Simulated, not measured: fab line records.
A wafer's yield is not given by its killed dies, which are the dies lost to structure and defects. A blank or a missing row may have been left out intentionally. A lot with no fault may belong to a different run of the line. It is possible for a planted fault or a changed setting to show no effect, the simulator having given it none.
Lot-split experiment | flow n5 finfet | 7 lots, 21 wafers read, on a route of 1938 steps

== ON THE SPLIT ==
At N5_PASSIVATION_ETCH_15 (etches SiCN in CF4/N2, target depth 75 nm, time 81.2 s), the setting bias w was moved away from the recipe's 70 W on 4 of the 21 wafers read, by -13.7% to +17.1%. The other wafers ran this setting at the recipe's value.

The split's own step is where the reading is taken.

== THE READING ==
rf vpp V, in V, at N5_PASSIVATION_ETCH_15 (etches SiCN in CF4/N2, target depth 75 nm, time 81.2 s). Fault-free wafers of this fab line usually give 382.3 V, standard deviation 1.7 V.

wafer  | tool, chamber at the split | bias w as run, W | against the recipe | rf vpp V, V | against lot-mates on the recipe
L080.1 | rie diel-01, 0             | 70               | recipe             | 385.5       | -
L080.2 | rie diel-01, 2             | 70               | recipe             | 380.6       | -
L080.5 | rie diel-01, 3             | 70               | recipe             | 383.1       | -
L081.3 | rie diel-04, 0             | 70               | recipe             | 384.7       | -
L081.4 | rie diel-04, 2             | 70               | recipe             | 381.9       | -
L081.6 | rie diel-04, 3             | 70               | recipe             | 383.5       | -
L084.1 | rie diel-05, 1             | 81.94            | +17.1%             | 419.1       | +36.3
L084.4 | rie diel-05, 3             | 70               | recipe             | 382.7       | -
L084.5 | rie diel-05, 3             | 70               | recipe             | 382.9       | -
L088.1 | rie diel-04, 0             | 70               | recipe             | 382.0       | -
L088.2 | rie diel-04, 1             | 70               | recipe             | 382.3       | -
L088.3 | rie diel-04, 2             | 70               | recipe             | 379.4       | -
L091.1 | rie diel-04, 1             | 70               | recipe             | 381.4       | -
L091.5 | rie diel-04, 3             | 60.64            | -13.4%             | 349.8       | -32.3
L091.6 | rie diel-04, 0             | 70               | recipe             | 382.8       | -
L093.1 | rie diel-05, 0             | 70               | recipe             | 384.2       | -
L093.2 | rie diel-05, 3             | 60.42            | -13.7%             | 347.0       | -37.2
L093.5 | rie diel-05, 0             | 60.42            | -13.7%             | 351.3       | -32.9
L095.3 | rie diel-04, 1             | 70               | recipe             | 381.1       | -
L095.4 | rie diel-04, 0             | 70               | recipe             | 383.8       | -
L095.6 | rie diel-04, 0             | 70               | recipe             | 384.9       | -

THE FIT
A straight line over all 21 wafers: rf vpp V changes by +2.33 V for each +1% of bias w; r = +0.99; the points scatter about the line by 1.9 V.
The same after taking each lot's own level away (the mean of its wafers on the recipe; 21 wafers): +2.37 V for each +1%; r = +0.99; scatter 1.9 V.
According to that fit, moving bias w by its largest amount changes the reading by 40 V.
From 381.23 to 384.20 V: that is the span of the lots' own levels, equal to 1.7 times the standard deviation above.
The two slopes agree, so the slope changes little with the lot-to-lot level.
Check: with one of the wafers moved furthest among these (+17.1%) left out of the fit, the line predicts +42.9 V for it against its lot-mates. Against them it came out at +36.3 V.
Tool readings at the split's step, against how far the setting was moved: rf vpp V r = +0.99.

== FURTHER SPLITS ON THESE WAFERS ==
Before the reading, these wafers also passed through other splits. Each is held against what the fit with the lots' levels taken away leaves over:
other split on the same wafers | wafers away from the commonest value | r with rf vpp V (lot level and that fit taken away)
N5_BEOL_M12_COAT_58 spin rpm   | 6                                    | +0.09
N5_BEOL_M12_DESCUM_15 time s   | 8                                    | +0.06
N5_BEOL_M12_SPUTTER_43 time s  | 10                                   | +0.21
N5_BEOL_M14_COAT_65 spin rpm   | 9                                    | +0.30
N5_BEOL_M15_ETCH_61 time s     | 5                                    | +0.06
N5_BEOL_M15_SPUTTER_43 power w | 9                                    | -0.22

== THE FILE'S OWN FIT ==
rf vpp V changes by +2.33 V for each +1% of bias w, r = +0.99.
